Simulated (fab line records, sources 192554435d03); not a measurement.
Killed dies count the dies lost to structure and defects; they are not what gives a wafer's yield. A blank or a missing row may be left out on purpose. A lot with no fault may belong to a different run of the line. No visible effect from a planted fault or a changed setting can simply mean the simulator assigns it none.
fab line records | flow n5-finfet | part 2 of 2: steps 4 to 6 of 6
[record] lots = 23 | wafers = 69 | last-day = 17
route steps=1938 shown SD_EPI_P@316 SDB@359 HKMG_FIN@434 GATE_CUT@465
lots with no fault: from the same line, run without faults
start-h: the number of hours between the record's first day and the start of the first shown wafer of the lot | wait-h: hours elapsed since this lot's preceding step | " repeats the value in the row above | L1.1+2: a row that stands for several wafers | - either no value or no given start | * or withheld: withheld | < > ~ a bound
route shown NAME@n: names a module that has steps shown in the file, with the first one's number in the route | usual: average and standard deviation across the fault-free wafers | same: alike in all rows | chamber/n: place in a boat | sites: each site's reading | _std_site: the values' standard deviation | _edge_site: inner sites' mean taken away from outer sites' mean | radius-mm: for every site, how far away it sits from the centre of the wafer | mask NAME#n: copy n | behind: tool/chamber where the wafer was last shaped | hold: cause of the lot's hold/its duration in hours/its outcome | device: transistor that didn't switch, given as n, p or np | end of line: tests of these same wafers at the route's end | for a step that has no rows: nothing shown but its recipe | killed: the dies lost at the first sort to structure and to defects; this is not the yield of the wafer | map: dies across one wafer; x = killed, . = not, _ = none there
set.NAME: the setting that was run; set.NAME@STEP: the one run at that earlier step | model.NAME: the simulator's own value behind a step, which no gauge read
steps of the route over a sample of lots; a table a step, a row a wafer
services: the hour from which a tool's chamber was out of use, counted from the record's first day as start-h (under 0 if before that day), plus the number of hours and why
[[steps]]
[step N5_HKMG_FIN_ALD_72]
[recipe] material = W | target-thk-a = 20 | temp-c = 300 | pressure-torr = 7.5 | ald-precursor-family = WF6 | ald-co-reactant = B2H6 | pulse-time-s = 1 | purge-time-s = 2 | co-reactant-purge-time-s = 2 | co-reactant-pulse-time-s = 3 | ald-cycles = 7
[usual] heater-power-w = 498/66 | precursor-pulse-height-rel = 1.002/0.02
lot.wafer | tool     | chamber | start-h | wait-h | heater-power-w | precursor-pulse-height-rel | since-wet-clean-h
L075.1    | cvd-w-02 | 1       | 84.60   | 0.2    | 475            | 1.003                      | 253
L075.2    | "        | 0       | "       | "      | 506            | 1.008                      | 253
L075.4    | "        | 1       | "       | "      | 467            | 0.989                      | -
L076.4    | cvd-w-02 | 1       | 95.80   | 0.2    | 464            | 0.977                      | -
L076.5    | "        | 0       | "       | "      | 522            | 1.017                      | -
L076.6    | "        | 1       | "       | "      | 479            | 1.009                      | -
L077.1    | cvd-w-01 | 1       | 95.99   | 0.2    | 422            | 0.994                      | 778
L077.2    | "        | 0       | "       | "      | 570            | 0.987                      | 778
L077.6    | "        | 0       | "       | "      | 586            | 1.011                      | -
L078.1    | cvd-w-01 | 0       | 104.00  | 0.2    | 587            | 0.985                      | 786
L078.4    | "        | 0       | "       | "      | 600            | 1.008                      | -
L078.6    | "        | 1       | "       | "      | 421            | 1.020                      | -
L079.4    | cvd-w-01 | 1       | 109.41  | 0.2    | 418            | 1.021                      | -
L079.5    | "        | 0       | "       | "      | 595            | 0.992                      | -
L079.6    | "        | 1       | "       | "      | 417            | 0.989                      | -
L080.1    | cvd-w-01 | 1       | 116.38  | 0.2    | 421            | 1.005                      | 798
L080.3    | "        | 1       | "       | "      | 418            | 0.983                      | -
L080.4    | "        | 0       | "       | "      | 582            | 0.995                      | -
L081.2    | cvd-w-02 | 0       | 121.51  | 0.2    | 514            | 0.991                      | 290
L081.4    | "        | 1       | "       | "      | 465            | 0.983                      | -
L081.6    | "        | 1       | "       | "      | 468            | 1.008                      | -
L082.2    | cvd-w-02 | 1       | 125.93  | 0.2    | 473            | 1.034                      | 294
L082.3    | "        | 1       | "       | "      | 467            | 0.981                      | -
L082.6    | "        | 1       | "       | "      | 478            | 1.030                      | -
L083.1    | cvd-w-01 | 1       | 132.14  | 0.2    | 422            | 0.987                      | 814
L083.2    | "        | 0       | "       | "      | 590            | 1.020                      | 814
L083.6    | "        | 0       | "       | "      | 583            | 0.987                      | -
L084.1    | cvd-w-01 | 0       | 140.63  | 0.2    | 575            | 1.022                      | 823
L084.2    | "        | 1       | "       | "      | 425            | 0.976                      | 823
L084.4    | "        | 0       | "       | "      | 603            | 1.030                      | -
L085.1    | cvd-w-01 | 0       | 145.70  | 0.2    | 585            | 0.983                      | 828
L085.2    | "        | 1       | "       | "      | 414            | 0.973                      | 828
L085.4    | "        | 1       | "       | "      | 423            | 0.992                      | -
L086.1    | cvd-w-01 | 1       | 149.76  | 0.2    | 417            | 1.010                      | 832
L086.3    | "        | 1       | "       | "      | 417            | 0.994                      | -
L086.4    | "        | 0       | "       | "      | 593            | 1.006                      | -
L087.3    | cvd-w-01 | 0       | 156.45  | 0.2    | 585            | 1.012                      | -
L087.5    | "        | 1       | "       | "      | 418            | 1.018                      | -
L087.6    | "        | 0       | "       | "      | 591            | 0.971                      | -
L088.1    | cvd-w-01 | 1       | 162.95  | 0.2    | 426            | 1.048                      | 845
L088.2    | "        | 0       | "       | "      | 572            | 0.966                      | 845
L088.3    | "        | 0       | "       | "      | 570            | 1.005                      | -
L089.1    | cvd-w-02 | 1       | 172.56  | 0.2    | 463            | 1.026                      | 341
L089.4    | "        | 1       | "       | "      | 486            | 0.988                      | -
L089.6    | "        | 1       | "       | "      | 463            | 0.990                      | -
L090.1    | cvd-w-01 | 0       | 174.13  | 0.2    | 583            | 1.032                      | 856
L090.2    | "        | 1       | "       | "      | 416            | 1.000                      | 856
L090.5    | "        | 0       | "       | "      | 581            | 1.000                      | -
L091.3    | cvd-w-01 | 0       | 183.48  | 0.2    | 588            | 0.984                      | -
L091.4    | "        | 1       | "       | "      | 412            | 1.006                      | -
L091.6    | "        | 0       | "       | "      | 585            | 1.023                      | -
L092.1    | cvd-w-02 | 1       | 184.62  | 0.2    | 476            | 0.996                      | 353
L092.3    | "        | 0       | "       | "      | 510            | 1.006                      | -
L092.6    | "        | 1       | "       | "      | 468            | 1.000                      | -
L093.1    | cvd-w-02 | 0       | 191.44  | 0.2    | 514            | 0.995                      | 359
L093.4    | "        | 0       | "       | "      | 523            | 0.994                      | -
L093.6    | "        | 0       | "       | "      | 515            | 0.986                      | -
L094.1    | cvd-w-02 | 0       | 198.42  | 0.2    | 522            | 0.973                      | 366
L094.2    | "        | 1       | "       | "      | 482            | 0.999                      | 366
L094.3    | "        | 1       | "       | "      | 478            | 0.993                      | -
L095.2    | cvd-w-01 | 0       | 208.02  | 0.2    | 572            | 0.992                      | 890
L095.3    | "        | 0       | "       | "      | 586            | 0.972                      | -
L095.6    | "        | 1       | "       | "      | 426            | 1.017                      | -
L096.1    | cvd-w-02 | 0       | 214.83  | 0.2    | 522            | 0.970                      | 383
L096.3    | "        | 0       | "       | "      | 514            | 1.020                      | -
L096.5    | "        | 1       | "       | "      | 471            | 1.023                      | -
L097.3    | cvd-w-01 | 1       | 218.76  | 0.2    | 410            | 0.996                      | -
L097.4    | "        | 0       | "       | "      | 587            | 0.993                      | -
L097.6    | "        | 1       | "       | "      | 424            | 1.014                      | -
[step N5_GATE_CUT_ETCHBACK_00]
[recipe] chemistry = SF6/Cl2 | target = W | pressure-mtorr = 8 | icp-w = 900 | bias-w = 80 | SF6_flow_sccm = 40 | Cl2_flow_sccm = 60
[usual] drypump-motor-current-A = 5.9/0.46 | oes-product-au = 0.78/0.1 | throttle-valve-pct = 27.55/0.19
lot.wafer | tool         | chamber | start-h | wait-h | drypump-motor-current-A | oes-product-au | rf-hours-counter-h | throttle-valve-pct
L075.1    | rie-metal-01 | 1       | 85.53   | 0.0    | 5.6                     | 0.85           | 20                 | 27.48
L075.2    | "            | 0       | "       | "      | 6.0                     | 0.68           | 91                 | 27.62
L075.4    | "            | 1       | "       | "      | 5.6                     | 0.85           | -                  | 27.51
L076.4    | rie-metal-01 | 1       | 96.73   | 0.1    | 5.5                     | 0.84           | -                  | 27.49
L076.5    | "            | 1       | "       | "      | 5.6                     | 0.83           | -                  | 27.50
L076.6    | "            | 0       | "       | "      | 6.1                     | 0.66           | -                  | 27.61
L077.1    | rie-metal-03 | 0       | 96.91   | 0.0    | 6.2                     | 0.79           | 32                 | 27.42
L077.2    | "            | 1       | "       | "      | 5.3                     | 0.57           | 137                | 28.06
L077.6    | "            | 0       | "       | "      | 6.2                     | 0.80           | -                  | 27.39
L078.1    | rie-metal-03 | 0       | 104.92  | 0.0    | 6.2                     | 0.80           | 32                 | 27.40
L078.4    | "            | 1       | "       | "      | 5.3                     | 0.58           | -                  | 28.05
L078.6    | "            | 0       | "       | "      | 6.2                     | 0.81           | -                  | 27.41
L079.4    | rie-metal-03 | 1       | 110.36  | 0.1    | 5.3                     | 0.58           | -                  | 28.05
L079.5    | "            | 0       | "       | "      | 6.2                     | 0.80           | -                  | 27.41
L079.6    | "            | 1       | "       | "      | 5.3                     | 0.58           | -                  | 28.05
L080.1    | rie-metal-03 | 0       | 117.35  | 0.0    | 6.2                     | 0.79           | 33                 | 27.41
L080.3    | "            | 0       | "       | "      | 6.2                     | 0.79           | -                  | 27.41
L080.4    | "            | 1       | "       | "      | 5.3                     | 0.58           | -                  | 28.07
L081.2    | rie-metal-01 | 0       | 122.43  | 0.0    | 6.1                     | 0.66           | 93                 | 27.62
L081.4    | "            | 1       | "       | "      | 5.6                     | 0.83           | -                  | 27.49
L081.6    | "            | 0       | "       | "      | 6.1                     | 0.66           | -                  | 27.62
L082.2    | rie-metal-01 | 0       | 126.85  | 0.0    | 6.0                     | 0.66           | 94                 | 27.63
L082.3    | "            | 0       | "       | "      | 6.0                     | 0.66           | -                  | 27.61
L082.6    | "            | 0       | "       | "      | 6.0                     | 0.66           | -                  | 27.62
L083.1    | rie-metal-01 | 0       | 133.05  | 0.0    | 6.0                     | 0.66           | 94                 | 27.60
L083.2    | "            | 1       | "       | "      | 5.6                     | 0.83           | 24                 | 27.51
L083.6    | "            | 1       | "       | "      | 5.6                     | 0.84           | -                  | 27.50
L084.1    | rie-metal-03 | 0       | 141.54  | 0.0    | 6.2                     | 0.78           | 36                 | 27.43
L084.2    | "            | 1       | "       | "      | 5.3                     | 1.00           | 0                  | 27.61
L084.4    | "            | 0       | "       | "      | 6.2                     | 0.77           | -                  | 27.41
L085.1    | rie-metal-01 | 1       | 146.61  | 0.0    | 5.6                     | 0.82           | 27                 | 27.49
L085.2    | "            | 1       | "       | "      | 5.6                     | 0.82           | -                  | 27.53
L085.4    | "            | 1       | "       | "      | 5.6                     | 0.82           | -                  | 27.48
L086.1    | rie-metal-03 | 0       | 150.67  | 0.0    | 6.2                     | 0.79           | 37                 | 27.42
L086.3    | "            | 0       | "       | "      | 6.2                     | 0.78           | -                  | 27.43
L086.4    | "            | 1       | "       | "      | 5.3                     | 1.00           | -                  | 27.61
L087.3    | rie-metal-02 | 0       | 157.39  | 0.1    | 6.6                     | 0.81           | -                  | 27.65
L087.5    | "            | 0       | "       | "      | 6.6                     | 0.82           | -                  | 27.65
L087.6    | "            | 1       | "       | "      | 6.5                     | 0.81           | -                  | 27.25
L088.1    | rie-metal-03 | 0       | 163.86  | 0.0    | 6.2                     | 0.76           | 39                 | 27.43
L088.2    | "            | 1       | "       | "      | 5.3                     | 0.97           | 3                  | 27.59
L088.3    | "            | 1       | "       | "      | 5.3                     | 0.95           | -                  | 27.61
L089.1    | rie-metal-03 | 1       | 173.48  | 0.0    | 5.3                     | 0.96           | 3                  | 27.60
L089.4    | "            | 0       | "       | "      | 6.2                     | 0.77           | -                  | 27.41
L089.6    | "            | 0       | "       | "      | 6.2                     | 0.78           | -                  | 27.42
L090.1    | rie-metal-02 | 0       | 180.01  | 0.0    | 6.6                     | 0.81           | 35                 | 27.66
L090.2    | "            | 1       | "       | "      | 6.5                     | 0.80           | 40                 | 27.24
L090.5    | "            | 0       | "       | "      | 6.6                     | 0.81           | -                  | 27.65
L091.3    | rie-metal-02 | 0       | 184.42  | 0.1    | 6.7                     | 0.80           | -                  | 27.66
L091.4    | "            | 1       | "       | "      | 6.5                     | 0.80           | -                  | 27.25
L091.6    | "            | 1       | "       | "      | 6.5                     | 0.80           | -                  | 27.24
L092.1    | rie-metal-01 | 1       | 185.53  | 0.0    | 5.6                     | 0.81           | 30                 | 27.53
L092.3    | "            | 1       | "       | "      | 5.6                     | 0.81           | -                  | 27.51
L092.6    | "            | 0       | "       | "      | 6.0                     | 0.65           | -                  | 27.62
L093.1    | rie-metal-02 | 0       | 192.36  | 0.0    | 6.6                     | 0.81           | 37                 | 27.67
L093.4    | "            | 0       | "       | "      | 6.6                     | 0.81           | -                  | 27.64
L093.6    | "            | 0       | "       | "      | 6.6                     | 0.81           | -                  | 27.65
L094.1    | rie-metal-01 | 1       | 199.34  | 0.0    | 5.6                     | 0.80           | 31                 | 27.53
L094.2    | "            | 0       | "       | "      | 6.1                     | 0.65           | 97                 | 27.62
L094.3    | "            | 1       | "       | "      | 5.6                     | 0.80           | -                  | 27.53
L095.2    | rie-metal-03 | 1       | 208.94  | 0.0    | 5.3                     | 0.94           | 7                  | 27.61
L095.3    | "            | 1       | "       | "      | 5.3                     | 0.94           | -                  | 27.60
L095.6    | "            | 0       | "       | "      | 6.2                     | 0.76           | -                  | 27.43
L096.1    | rie-metal-02 | 0       | 215.74  | 0.0    | 6.6                     | 0.80           | 39                 | 27.66
L096.3    | "            | 1       | "       | "      | 6.5                     | 0.80           | -                  | 27.25
L096.5    | "            | 1       | "       | "      | 6.5                     | 0.80           | -                  | 27.26
L097.3    | rie-metal-01 | 0       | 219.69  | 0.1    | 6.0                     | 0.64           | -                  | 27.63
L097.4    | "            | 1       | "       | "      | 5.6                     | 0.80           | -                  | 27.51
L097.6    | "            | 0       | "       | "      | 6.0                     | 0.66           | -                  | 27.61
[step N5_GATE_CUT_CD_MEAS_13]
[recipe] target-cd-nm = 20 | landing-energy-ev = 500 | detector = se-inlens
[usual] cd-nm = 19.97/0.25
lot.wafer | tool      | chamber | start-h | wait-h | cd-nm
L075.1    | cd-sem-03 | 0       | 89.18   | -      | 19.80
L075.2    | "         | 0       | "       | "      | 19.97
L075.4    | "         | 0       | "       | "      | 19.57
L076.4    | cd-sem-02 | 0       | 100.54  | -      | 20.00
L076.5    | "         | 0       | "       | "      | 20.05
L076.6    | "         | 0       | "       | "      | 20.08
L077.1    | cd-sem-03 | 0       | 100.64  | -      | 19.83
L077.2    | "         | 0       | "       | "      | 19.95
L077.6    | "         | 0       | "       | "      | 19.61
L078.1    | cd-sem-01 | 0       | 108.80  | -      | 20.12
L078.4    | "         | 0       | "       | "      | 20.15
L078.6    | "         | 0       | "       | "      | 19.92
L079.4    | cd-sem-01 | 0       | 114.36  | -      | 19.84
L079.5    | "         | 0       | "       | "      | 19.80
L079.6    | "         | 0       | "       | "      | 19.33
L080.1    | cd-sem-02 | 0       | 120.92  | -      | 20.55
L080.3    | "         | 0       | "       | "      | 20.05
L080.4    | "         | 0       | "       | "      | 20.30
L081.2    | cd-sem-01 | 0       | 125.98  | -      | 19.51
L081.4    | "         | 0       | "       | "      | 19.74
L081.6    | "         | 0       | "       | "      | 19.57
L082.2    | cd-sem-03 | 0       | 130.84  | -      | 20.28
L082.3    | "         | 0       | "       | "      | 19.95
L082.6    | "         | 0       | "       | "      | 20.02
L083.1    | cd-sem-03 | 0       | 136.94  | -      | 19.88
L083.2    | "         | 0       | "       | "      | 20.24
L083.6    | "         | 0       | "       | "      | 20.16
L084.1    | cd-sem-03 | 0       | 145.09  | -      | 20.31
L084.2    | "         | 0       | "       | "      | 20.11
L084.4    | "         | 0       | "       | "      | 19.70
L085.1    | cd-sem-03 | 0       | 150.62  | -      | 19.80
L085.2    | "         | 0       | "       | "      | 19.78
L085.4    | "         | 0       | "       | "      | 19.76
L086.1    | cd-sem-02 | 0       | 154.58  | -      | 19.36
L086.3    | "         | 0       | "       | "      | 19.95
L086.4    | "         | 0       | "       | "      | 19.73
L087.3    | cd-sem-03 | 0       | 160.91  | -      | 19.97
L087.5    | "         | 0       | "       | "      | 20.44
L087.6    | "         | 0       | "       | "      | 19.86
L088.1    | cd-sem-03 | 0       | 167.57  | -      | 19.95
L088.2    | "         | 0       | "       | "      | 19.92
L088.3    | "         | 0       | "       | "      | 19.83
L089.1    | cd-sem-03 | 0       | 177.27  | -      | 19.37
L089.4    | "         | 0       | "       | "      | 20.04
L089.6    | "         | 0       | "       | "      | 19.91
L090.1    | cd-sem-02 | 0       | 185.57  | -      | 19.58
L090.2    | "         | 0       | "       | "      | 19.99
L090.5    | "         | 0       | "       | "      | 19.82
L091.3    | cd-sem-02 | 0       | 188.38  | -      | 20.15
L091.4    | "         | 0       | "       | "      | 20.06
L091.6    | "         | 0       | "       | "      | 19.92
L092.1    | cd-sem-01 | 0       | 191.39  | -      | 20.09
L092.3    | "         | 0       | "       | "      | 20.24
L092.6    | "         | 0       | "       | "      | 20.09
L093.1    | cd-sem-02 | 0       | 197.47  | -      | 20.32
L093.4    | "         | 0       | "       | "      | 19.89
L093.6    | "         | 0       | "       | "      | 20.19
L094.1    | cd-sem-03 | 0       | 203.10  | -      | 20.38
L094.2    | "         | 0       | "       | "      | 20.66
L094.3    | "         | 0       | "       | "      | 19.98
L095.2    | cd-sem-01 | 0       | 212.79  | -      | 19.86
L095.3    | "         | 0       | "       | "      | 19.89
L095.6    | "         | 0       | "       | "      | 19.61
L096.1    | cd-sem-03 | 0       | 219.43  | -      | 19.86
L096.3    | "         | 0       | "       | "      | 19.61
L096.5    | "         | 0       | "       | "      | 19.86
L097.3    | cd-sem-02 | 0       | 223.49  | -      | 20.13
L097.4    | "         | 0       | "       | "      | 20.01
L097.6    | "         | 0       | "       | "      | 20.24
[[services]]
tool            | chamber | start-h | hours | kind
rie-metal-02    | 1       | 41.64   | 6.7   | repair
rie-metal-01    | 0       | 41.67   | 29.0  | repair
rie-metal-01    | -       | 57.75   | 0.4   | repair
rie-diel-02     | 1       | 60.43   | 7.0   | repair
rie-diel-01     | 1       | 63.32   | 3.7   | repair
plasma-asher-02 | -       | 79.44   | 2.8   | pm
rie-metal-02    | 1       | 89.67   | 8.2   | repair
rie-diel-01     | 2       | 95.82   | -     | clean
rie-diel-01     | 2       | 95.82   | -     | consumable-replace:focus-ring
rie-diel-01     | 1       | 105.60  | 1.4   | repair
rie-diel-02     | 1       | 119.95  | -     | clean
rie-diel-02     | 1       | 119.95  | -     | consumable-replace:focus-ring
rie-diel-02     | 1       | 119.95  | 15.3  | scheduled-down
rie-diel-02     | 1       | 119.95  | 15.3  | vent-cycle
rie-diel-04     | 1       | 120.61  | 9.8   | repair
rie-metal-02    | 0       | 123.42  | 13.7  | repair
rie-metal-02    | -       | 128.87  | 2.8   | pm
rie-metal-02    | -       | 132.12  | 2.2   | repair
cvd-w-01        | -       | 138.22  | 0.5   | repair
rie-metal-01    | 0       | 139.66  | 5.8   | repair
rie-metal-01    | 0       | 145.57  | 27.8  | repair
rie-metal-01    | -       | 151.98  | 1.0   | repair
rie-diel-02     | 0       | 180.49  | 4.4   | repair
plasma-asher-02 | -       | 194.63  | 4.9   | repair
